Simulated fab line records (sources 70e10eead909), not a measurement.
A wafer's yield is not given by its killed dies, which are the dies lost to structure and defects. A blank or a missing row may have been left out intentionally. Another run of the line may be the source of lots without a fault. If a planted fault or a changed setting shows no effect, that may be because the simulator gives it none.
fab line records    flow nand_harc
record lots=6  wafers=18  last_day=32
route steps=1302 shown A_ONON_D2@548 END@1302
lots with no fault: from the same line, run without faults
start_h: the number of hours between the record's first day and the start of the first shown wafer of the lot    wait_h: hours elapsed since this lot's preceding step    " the same as in the row above    L1.1+2: a row that stands for several wafers    - no value, or no start given    * or withheld: withheld    < > ~ a bound
route shown NAME@n: names a module that has steps shown in the file, with the first one's number in the route    usual: mean and standard deviation over wafers with no fault    same: alike in all rows    chamber/n: place in a boat    sites: each site's reading    _std_site: their standard deviation    _edge_site: outer sites' mean less inner sites'    radius_mm: how far each site lies from the wafer's centre    mask NAME#n: copy n    behind: the last tool/chamber to shape the wafer    hold: cause of the lot's hold/its duration in hours/its outcome    device: whichever transistor did not switch (one of n, p or np)    end of line: the tests these same wafers got at the end of their route    step lacking rows: just its recipe    killed: the dies lost at the first sort to structure and to defects; this is not the yield of the wafer    map: dies across one wafer; x = killed, . = not, _ = none there
set.NAME: the setting as run; set.NAME@STEP: as run at that earlier step    model.NAME: the simulator's own value behind a step, which no gauge read
lots seen at some steps along the route; tables by step, rows by wafer
services: when a tool's chamber went out of use (start_h, in hours from the record's first day, below 0 if earlier), for how many hours, and the reason
## steps
# step NHARC_A_ONON_D2_THK_MEAS_05
# recipe thk_meas_gauge=ellipsometry
# usual thk_nm=1000/8.8
lot.wafer  tool           chamber  start_h  wait_h  thk_nm
L488.1     film_metro-01  -        321.22   -       995
L488.2     "              -        "        "       997
L488.5     "              -        "        "       995
L489.1     film_metro-01  -        346.98   -       1001
L489.2     "              -        "        "       1002
L489.3     "              -        "        "       1000
L495.4     film_metro-02  -        403.25   -       988
L495.5     "              -        "        "       986
L495.6     "              -        "        "       988
L497.4     film_metro-01  -        433.44   -       1008
L497.5     "              -        "        "       1009
L497.6     "              -        "        "       1008
L499.2     film_metro-01  -        449.73   -       1006
L499.4     "              -        "        "       1006
L499.6     "              -        "        "       1005
L501.2     film_metro-02  -        454.95   -       994
L501.4     "              -        "        "       995
L501.6     "              -        "        "       994
# step NHARC_A_ONON_D2_DEP_06
# recipe target_thk_a=10000  n2_flow_sccm=2750  n2o_flow_sccm=2000  nh3_flow_sccm=500  sih4_flow_sccm=210  temp_c=400
# step NHARC_A_ONON_D2_THK_MEAS_08
# recipe thk_meas_gauge=ellipsometry
# usual thk_nm=997/11
lot.wafer  tool           chamber  start_h  wait_h  thk_nm
L488.1     film_metro-01  -        321.78   -       1001
L488.2     "              -        "        "       999
L488.5     "              -        "        "       1002
L489.1     film_metro-01  -        347.55   -       997
L489.2     "              -        "        "       996
L489.3     "              -        "        "       994
L495.4     film_metro-02  -        403.82   -       976
L495.5     "              -        "        "       978
L495.6     "              -        "        "       976
L497.4     film_metro-02  -        434.01   -       995
L497.5     "              -        "        "       996
L497.6     "              -        "        "       997
L499.2     film_metro-02  -        450.30   -       1003
L499.4     "              -        "        "       1002
L499.6     "              -        "        "       1003
L501.2     film_metro-01  -        455.52   -       992
L501.4     "              -        "        "       996
L501.6     "              -        "        "       990
# step NHARC_A_ONON_D2_DEP_09
# recipe target_thk_a=10000  n2_flow_sccm=2750  n2o_flow_sccm=2000  nh3_flow_sccm=500  sih4_flow_sccm=210  temp_c=400
# step NHARC_A_ONON_D2_THK_MEAS_11
# recipe thk_meas_gauge=ellipsometry
# usual thk_nm=1005/11
lot.wafer  tool           chamber  start_h  wait_h  thk_nm
L488.1     film_metro-01  -        322.37   -       1004
L488.2     "              -        "        "       1004
L488.5     "              -        "        "       1002
L489.1     film_metro-02  -        348.12   -       988
L489.2     "              -        "        "       989
L489.3     "              -        "        "       988
L495.4     film_metro-01  -        404.41   -       1018
L495.5     "              -        "        "       1019
L495.6     "              -        "        "       1020
L497.4     film_metro-02  -        434.58   -       998
L497.5     "              -        "        "       998
L497.6     "              -        "        "       996
L499.2     film_metro-01  -        450.86   -       992
L499.4     "              -        "        "       992
L499.6     "              -        "        "       991
L501.2     film_metro-02  -        456.09   -       1002
L501.4     "              -        "        "       1001
L501.6     "              -        "        "       1002
# step NHARC_A_ONON_D2_DEP_12
# recipe target_thk_a=10000  n2_flow_sccm=2750  n2o_flow_sccm=2000  nh3_flow_sccm=500  sih4_flow_sccm=210  temp_c=400
# step NHARC_A_ONON_D2_THK_MEAS_14
# recipe thk_meas_gauge=ellipsometry
# usual thk_nm=999/11
lot.wafer  tool           chamber  start_h  wait_h  thk_nm
L488.1     film_metro-02  -        322.93   -       1002
L488.2     "              -        "        "       1003
L488.5     "              -        "        "       1003
L489.1     film_metro-01  -        348.68   -       1010
L489.2     "              -        "        "       1009
L489.3     "              -        "        "       1010
L495.4     film_metro-02  -        404.98   -       998
L495.5     "              -        "        "       999
L495.6     "              -        "        "       999
L497.4     film_metro-01  -        435.14   -       1005
L497.5     "              -        "        "       1005
L497.6     "              -        "        "       1007
L499.2     film_metro-01  -        451.45   -       998
L499.4     "              -        "        "       998
L499.6     "              -        "        "       998
L501.2     film_metro-01  -        456.66   -       1004
L501.4     "              -        "        "       1004
L501.6     "              -        "        "       1006
# step NHARC_A_ONON_D2_ANNEAL_15
# recipe temp_c=750  time_s=3600
# step NHARC_A_ONON_D2_DEP_16
# recipe target_thk_a=10000  n2_flow_sccm=2750  n2o_flow_sccm=2000  nh3_flow_sccm=500  sih4_flow_sccm=210  temp_c=400
# step NHARC_A_ONON_D2_THK_MEAS_18
# recipe thk_meas_gauge=ellipsometry
# usual thk_nm=999/7.6
lot.wafer  tool           chamber  start_h  wait_h  thk_nm
L488.1     film_metro-02  -        330.25   -       998
L488.2     "              -        "        "       998
L488.5     "              -        "        "       998
L489.1     film_metro-02  -        356.07   -       1006
L489.2     "              -        "        "       1005
L489.3     "              -        "        "       1005
L495.4     film_metro-01  -        412.37   -       1011
L495.5     "              -        "        "       1011
L495.6     "              -        "        "       1011
L497.4     film_metro-02  -        442.88   -       998
L497.5     "              -        "        "       997
L497.6     "              -        "        "       997
L499.2     film_metro-01  -        456.44   -       1003
L499.4     "              -        "        "       1002
L499.6     "              -        "        "       1004
L501.2     film_metro-02  -        464.03   -       1006
L501.4     "              -        "        "       1005
L501.6     "              -        "        "       1003
# step NHARC_A_ONON_D2_DEP_19
# recipe target_thk_a=10000  n2_flow_sccm=2750  n2o_flow_sccm=2000  nh3_flow_sccm=500  sih4_flow_sccm=210  temp_c=400
# step NHARC_A_ONON_D2_THK_MEAS_21
# recipe thk_meas_gauge=ellipsometry
# usual thk_nm=1004/8.3
lot.wafer  tool           chamber  start_h  wait_h  thk_nm
L488.1     film_metro-02  -        330.82   -       1019
L488.2     "              -        "        "       1017
L488.5     "              -        "        "       1019
L489.1     film_metro-01  -        356.64   -       1001
L489.2     "              -        "        "       1003
L489.3     "              -        "        "       1003
L495.4     film_metro-01  -        412.93   -       998
L495.5     "              -        "        "       994
L495.6     "              -        "        "       995
L497.4     film_metro-01  -        443.45   -       999
L497.5     "              -        "        "       1002
L497.6     "              -        "        "       1000
L499.2     film_metro-02  -        457.00   -       1009
L499.4     "              -        "        "       1008
L499.6     "              -        "        "       1008
L501.2     film_metro-02  -        464.60   -       1000
L501.4     "              -        "        "       999
L501.6     "              -        "        "       998
# step NHARC_A_ONON_D2_DEP_22
# recipe target_thk_a=10000  n2_flow_sccm=2750  n2o_flow_sccm=2000  nh3_flow_sccm=500  sih4_flow_sccm=210  temp_c=400
lot.wafer   tool           chamber  start_h  wait_h
L488.1+2+5  pecvd_onon-04  0        330.87   0.1
L489.1+2+3  pecvd_onon-03  0        356.69   0.1
L495.4+5+6  pecvd_onon-04  0        413.16   0.2
L497.4+5+6  pecvd_onon-04  0        443.68   0.2
L499.2+4+6  pecvd_onon-03  0        457.28   0.3
L501.2+4+6  pecvd_onon-03  0        464.72   0.1
# step NHARC_A_ONON_D2_THK_MEAS_24
# recipe thk_meas_gauge=ellipsometry
# usual thk_nm=996/11
lot.wafer  tool           chamber  start_h  wait_h  thk_nm
L488.1     film_metro-01  -        331.39   -       1001
L488.2     "              -        "        "       1000
L488.5     "              -        "        "       998
L489.1     film_metro-02  -        357.20   -       995
L489.2     "              -        "        "       997
L489.3     "              -        "        "       996
L495.4     film_metro-02  -        413.50   -       1382
L495.5     "              -        "        "       1385
L495.6     "              -        "        "       997
L497.4     film_metro-01  -        444.02   -       1374
L497.5     "              -        "        "       1373
L497.6     "              -        "        "       986
L499.2     film_metro-02  -        457.73   -       983
L499.4     "              -        "        "       983
L499.6     "              -        "        "       983
L501.2     film_metro-01  -        465.17   -       1007
L501.4     "              -        "        "       1007
L501.6     "              -        "        "       1006
# step NHARC_A_ONON_D2_DEP_25
# recipe target_thk_a=10000  n2_flow_sccm=2750  n2o_flow_sccm=2000  nh3_flow_sccm=500  sih4_flow_sccm=210  temp_c=400
# step NHARC_END_SORT_01
# recipe temp_c=25
# usual killed_at_array=59/21  killed_at_other=1.0/1.1  killed_at_periphery=4.0/2.6  killed_dies=64/21  killed_open=3.2/1.7  killed_short=2.5/1.5
# same gross_dies=677
lot.wafer  tool       chamber  start_h  wait_h  killed_at_array  killed_at_other  killed_at_periphery  killed_dies  killed_open  killed_short
L489.3     prober-02  0        641.66   3.1     78               0                1                    79           3            1
L495.4     prober-01  0        697.18   3.4     667              1                9                    677          5            3
L495.5     prober-01  0        697.99   3.7     667              0                10                   677          1            3
L497.4     prober-02  0        715.99   3.4     671              2                4                    677          1            4
L497.5     prober-02  0        716.80   3.7     672              4                1                    677          6            2
L501.2     prober-02  0        765.77   2.8     60               2                2                    64           2            0
L501.4     prober-02  0        767.36   3.4     63               0                1                    64           2            2
L501.6     prober-02  0        768.95   4.0     55               0                0                    55           0            2
# killed by level:class
L489.3 A_CHANNEL_HOLE_D2:chamber_film_flake=34 A_SLIT:chamber_film_flake=31 A_STAIRCASE:chamber_film_flake=4 A_CHANNEL_HOLE_D1:chamber_film_flake=3 A_CONTACT:chamber_film_flake=2 A_DECK1_JOINT:geometric_particle:open=1 A_WL_FILL:geometric_particle:open=1 A_M0:geometric_particle:short=1
L495.4 A_ONON_D2:area_dep=584 A_SLIT:chamber_film_flake=32 A_CHANNEL_HOLE_D1:chamber_film_flake=30 A_SGD_CUT:chamber_film_flake=7 P_ZERO_WELL:chamber_film_flake=4 P_M2:chamber_film_flake=4 A_CONTACT:chamber_film_flake=3 A_CHANNEL_FILL_D2:geometric_particle:open=2
L495.5 A_ONON_D2:area_dep=577 A_SLIT:chamber_film_flake=41 A_CHANNEL_HOLE_D1:chamber_film_flake=31 A_CONTACT:chamber_film_flake=7 A_SGD_CUT:chamber_film_flake=6 P_M2:chamber_film_flake=5 P_STI:chamber_film_flake=3 P_CONTACT:geometric_particle:short=1
L497.4 A_ONON_D2:area_dep=599 A_SLIT:chamber_film_flake=31 A_CHANNEL_HOLE_D2:chamber_film_flake=25 A_CHANNEL_HOLE_D1:chamber_film_flake=5 A_CHANNEL_FILL_D1:chamber_film_flake=3 A_CHANNEL_FILL_D1:geometric_particle:short=2 P_GATE:chamber_film_flake=2 A_STAIRCASE:chamber_film_flake=2
L497.5 A_ONON_D2:area_dep=604 A_SLIT:chamber_film_flake=28 A_CHANNEL_HOLE_D2:chamber_film_flake=17 A_CHANNEL_HOLE_D1:chamber_film_flake=11 A_M0:geometric_particle:open=2 A_CHANNEL_FILL_D1:chamber_film_flake=2 A_CONTACT:chamber_film_flake=2 THIN_TSV:chamber_film_flake=2
L501.2 A_CHANNEL_HOLE_D2:chamber_film_flake=25 A_CHANNEL_HOLE_D1:chamber_film_flake=12 A_SLIT:chamber_film_flake=10 A_CONTACT:chamber_film_flake=8 A_CHANNEL_FILL_D1:chamber_film_flake=2 A_STAIRCASE:chamber_film_flake=2 THIN_TSV:chamber_film_flake=2 P_CONTACT:geometric_particle:open=1
L501.4 A_CHANNEL_HOLE_D2:chamber_film_flake=19 A_CHANNEL_HOLE_D1:chamber_film_flake=14 A_CONTACT:chamber_film_flake=12 A_SLIT:chamber_film_flake=7 A_STAIRCASE:chamber_film_flake=4 A_CHANNEL_FILL_D1:chamber_film_flake=2 A_SOURCE_PLATE:geometric_particle:open=1 A_ONON_D2:geometric_particle:short=1
L501.6 A_CHANNEL_HOLE_D2:chamber_film_flake=19 A_CHANNEL_HOLE_D1:chamber_film_flake=11 A_SLIT:chamber_film_flake=9 A_CONTACT:chamber_film_flake=7 A_STAIRCASE:chamber_film_flake=4 A_ONON_D2:geometric_particle:short=1 A_WL_FILL:geometric_particle:short=1 A_ZERO_WELL:chamber_film_flake=1
# map L495.4 (x killed, . not)
____________x____________
_________xxxxxxx_________
_______xxxxxxxxxxx_______
______xxxxxxxxxxxxx______
_____xxxxxxxxxxxxxxx_____
____xxxxxxxxxxxxxxxxx____
____xxxxxxxxxxxxxxxxx____
___xxxxxxxxxxxxxxxxxxx___
___xxxxxxxxxxxxxxxxxxx___
__xxxxxxxxxxxxxxxxxxxxx__
__xxxxxxxxxxxxxxxxxxxxx__
_xxxxxxxxxxxxxxxxxxxxxxx_
_xxxxxxxxxxxxxxxxxxxxxxx_
_xxxxxxxxxxxxxxxxxxxxxxx_
_xxxxxxxxxxxxxxxxxxxxxxx_
_xxxxxxxxxxxxxxxxxxxxxxx_
xxxxxxxxxxxxxxxxxxxxxxxxx
xxxxxxxxxxxxxxxxxxxxxxxxx
xxxxxxxxxxxxxxxxxxxxxxxxx
xxxxxxxxxxxxxxxxxxxxxxxxx
xxxxxxxxxxxxxxxxxxxxxxxxx
_xxxxxxxxxxxxxxxxxxxxxxx_
_xxxxxxxxxxxxxxxxxxxxxxx_
_xxxxxxxxxxxxxxxxxxxxxxx_
_xxxxxxxxxxxxxxxxxxxxxxx_
_xxxxxxxxxxxxxxxxxxxxxxx_
__xxxxxxxxxxxxxxxxxxxxx__
__xxxxxxxxxxxxxxxxxxxxx__
___xxxxxxxxxxxxxxxxxxx___
___xxxxxxxxxxxxxxxxxxx___
____xxxxxxxxxxxxxxxxx____
____xxxxxxxxxxxxxxxxx____
_____xxxxxxxxxxxxxxx_____
______xxxxxxxxxxxxx______
_______xxxxxxxxxxx_______
_________xxxxxxx_________
____________x____________
# map L497.4 (x killed, . not)
____________x____________
_________xxxxxxx_________
_______xxxxxxxxxxx_______
______xxxxxxxxxxxxx______
_____xxxxxxxxxxxxxxx_____
____xxxxxxxxxxxxxxxxx____
____xxxxxxxxxxxxxxxxx____
___xxxxxxxxxxxxxxxxxxx___
___xxxxxxxxxxxxxxxxxxx___
__xxxxxxxxxxxxxxxxxxxxx__
__xxxxxxxxxxxxxxxxxxxxx__
_xxxxxxxxxxxxxxxxxxxxxxx_
_xxxxxxxxxxxxxxxxxxxxxxx_
_xxxxxxxxxxxxxxxxxxxxxxx_
_xxxxxxxxxxxxxxxxxxxxxxx_
_xxxxxxxxxxxxxxxxxxxxxxx_
xxxxxxxxxxxxxxxxxxxxxxxxx
xxxxxxxxxxxxxxxxxxxxxxxxx
xxxxxxxxxxxxxxxxxxxxxxxxx
xxxxxxxxxxxxxxxxxxxxxxxxx
xxxxxxxxxxxxxxxxxxxxxxxxx
_xxxxxxxxxxxxxxxxxxxxxxx_
_xxxxxxxxxxxxxxxxxxxxxxx_
_xxxxxxxxxxxxxxxxxxxxxxx_
_xxxxxxxxxxxxxxxxxxxxxxx_
_xxxxxxxxxxxxxxxxxxxxxxx_
__xxxxxxxxxxxxxxxxxxxxx__
__xxxxxxxxxxxxxxxxxxxxx__
___xxxxxxxxxxxxxxxxxxx___
___xxxxxxxxxxxxxxxxxxx___
____xxxxxxxxxxxxxxxxx____
____xxxxxxxxxxxxxxxxx____
_____xxxxxxxxxxxxxxx_____
______xxxxxxxxxxxxx______
_______xxxxxxxxxxx_______
_________xxxxxxx_________
____________x____________
## services
tool           chamber  start_h  hours  kind
pecvd_onon-04  -        311.05   13.0   pm
pecvd_onon-03  -        408.04   13.0   pm
pecvd_onon-03  -        441.47   8.5    repair
## key
first_sign step=NHARC_A_ONON_D2_THK_MEAS_24  reading=thk_nm  direction=up  sigmas=34  usual=996  struck=1378
effect step=NHARC_END_SORT_01  reading=killed_at_array  direction=up  sigmas=29  usual=59  struck=669
more_kills_born_at NHARC_A_ONON_D2_DEP_22@pecvd_onon-04=2364
met_at NHARC_A_ONON_D2_DEP_22
struck_wafers L495.4,L495.5,L497.4,L497.5
later_rows_left_out L495.4,L495.5,L497.4,L497.5
tester_left_out L495,L497
onset_between 330.87 413.16
fault kind=process_parameter_drift  tool=pecvd_onon-04  chamber=-  onset_h=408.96  steps=NHARC_A_ONON_D2_DEP_22  channel=target_thk_a  offset=*  shape=step  end_h=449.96  scope=struck_wafers_only  acts_in=*  stated=*
# tester_left_out: of these lots the tester's yield and bins aren't shown, on N5 and GAA mostly nor the transistor test; their killed dies are dies lost to structure and defects alone, not to doping, threshold or leakage, so they don't give the yield
# later_rows_left_out: the simulator's readings of these wafers behind a module that went badly wrong aren't trusted and aren't shown, but for the sort
